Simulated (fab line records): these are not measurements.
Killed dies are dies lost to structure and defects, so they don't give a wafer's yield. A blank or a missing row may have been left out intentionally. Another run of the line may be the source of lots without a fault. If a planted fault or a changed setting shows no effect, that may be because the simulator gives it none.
3 desks, one fault    flow n5_finfet    every desk sees just its own numbers, and what lay behind them comes last

== THE DEFECT DESK ==
Inspection counts along the route, by lot: the mean over sampled wafers that carry a number. If a lot's mean is further than 4 standard deviations from the usual mean, the lot is out of limits and carries the mark OUT (the distance appears in the brackets).
Columns: A = raw_defect_count at N5_BEOL_M15_INSPECT_12, usual 2.0
lot   first seen here  A
L100  day 11 16:02     3.3
L101  day 11 21:20     2.0
L102  day 12 14:31     2.0
L105  day 13 10:49     3.3
L108  day 13 11:07     2.0
L107  day 13 20:09     2.7
L110  day 14 21:37     1.5
L120  day 17 13:26     1.3
L119  day 17 17:55     2.0
L121  day 18 02:34     1.3
This desk's finding: nothing out of limits on any of the 10 lots.

== AT THE TOOL OWNER'S DESK: krf_scanner-02 ==
The tool's own readings at N5_BEOL_M15_EXPOSE_25 (exposes mask M15, target cd 400 nm): means of the sampled wafers that have a number, for each lot that ran on this tool. If a lot's mean is further than 4 standard deviations from the usual mean, the lot is out of limits and carries the mark OUT (the distance appears in the brackets).
Columns: A = exposure_dose_mJ_cm2 at N5_BEOL_M15_EXPOSE_25, usual 35.48
lot   first seen here  A
L101  day 11 22:43     35.50
L102  day 12 15:46     35.49
L105  day 13 12:19     35.48
L108  day 13 12:31     35.50
L110  day 14 22:59     35.50
L120  day 17 14:40     35.50
L119  day 17 19:10     35.47
L121  day 18 03:49     35.43
This desk's finding: nothing out of limits on any of the 8 lots.

== METROLOGY DESK ==
Means of the sampled wafers that have a number, per lot and without regard to the tool the lot ran on: this is what the gauges read. If a lot's mean is further than 4 standard deviations from the usual mean, the lot is out of limits and carries the mark OUT (the distance appears in the brackets). Readings shown: 7 out of 11 (the first out of limits, and those lying furthest out on some lot).
Columns: A = DIBL_P at N5_BEOL_M4_RC_MEAS_101, usual 36.3 mV/V; B = IOFF_N at N5_BEOL_M4_RC_MEAS_101, usual 0.163 nA/um; C = IOFF_P at N5_BEOL_M4_RC_MEAS_101, usual 0.21 nA/um; D = ION_N at N5_BEOL_M4_RC_MEAS_101, usual 673 uA/um; E = ION_P at N5_BEOL_M4_RC_MEAS_101, usual 461 uA/um; F = VT_P at N5_BEOL_M4_RC_MEAS_101, usual -250 mV; G = cd_nm at N5_BEOL_M15_CD_MEAS_28, usual 409.5 nm
lot   first seen here  A     B      C     D    E    F     G
L100  day 8 07:10      37.9  0.173  0.24  666  459  -247  410.6
L101  day 8 18:12      36.3  0.162  0.18  676  452  -254  409.6
L102  day 9 00:22      36.1  0.149  0.24  665  466  -246  411.0
L105  day 9 17:22      36.3  0.148  0.20  659  453  -253  454.9 (+30) OUT
L108  day 10 03:13     36.5  0.170  0.22  697  471  -249  542.0 (+88) OUT
L107  day 10 09:15     35.1  0.147  0.19  654  449  -252  410.3
L110  day 10 23:44     35.7  0.158  0.21  674  462  -251  476.6 (+45) OUT
L120  day 13 12:08     31.6  0.128  0.15  668  450  -257  405.8
L119  day 13 15:14     35.0  0.142  0.20  664  457  -249  407.8
L121  day 13 18:05     36.0  0.174  0.25  674  463  -245  407.0
Finding of this desk: L105, L108, L110 out of limits; the first was L105 at day 13 12:29, on cd_nm at N5_BEOL_M15_CD_MEAS_28. L100, L101, L102, L107, L120, L119, L121 stayed within limits.

== ALL TOGETHER ==
At day 13 12:29 the metrology desk could have sounded an alarm, on L105, L108, L110.
No out-of-limits result turned up at the defect desk.
The tool owner's desk saw nothing out of limits.
The defect desk has L105, L108, L110 on record, within its limits.
Tool owner's desk: L105, L108, L110 on record, inside its limits.
All the named lots went through N5_BEOL_M15_EXPOSE_25 on krf_scanner-02.

== WHAT THE SIMULATOR HAD INSERTED ==
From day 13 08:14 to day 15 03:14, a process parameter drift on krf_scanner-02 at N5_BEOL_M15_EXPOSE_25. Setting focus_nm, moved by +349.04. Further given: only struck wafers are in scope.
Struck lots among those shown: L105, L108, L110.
Time in hours between the start of the fault and the first out-of-limits reading at each desk: metrology desk, 4.
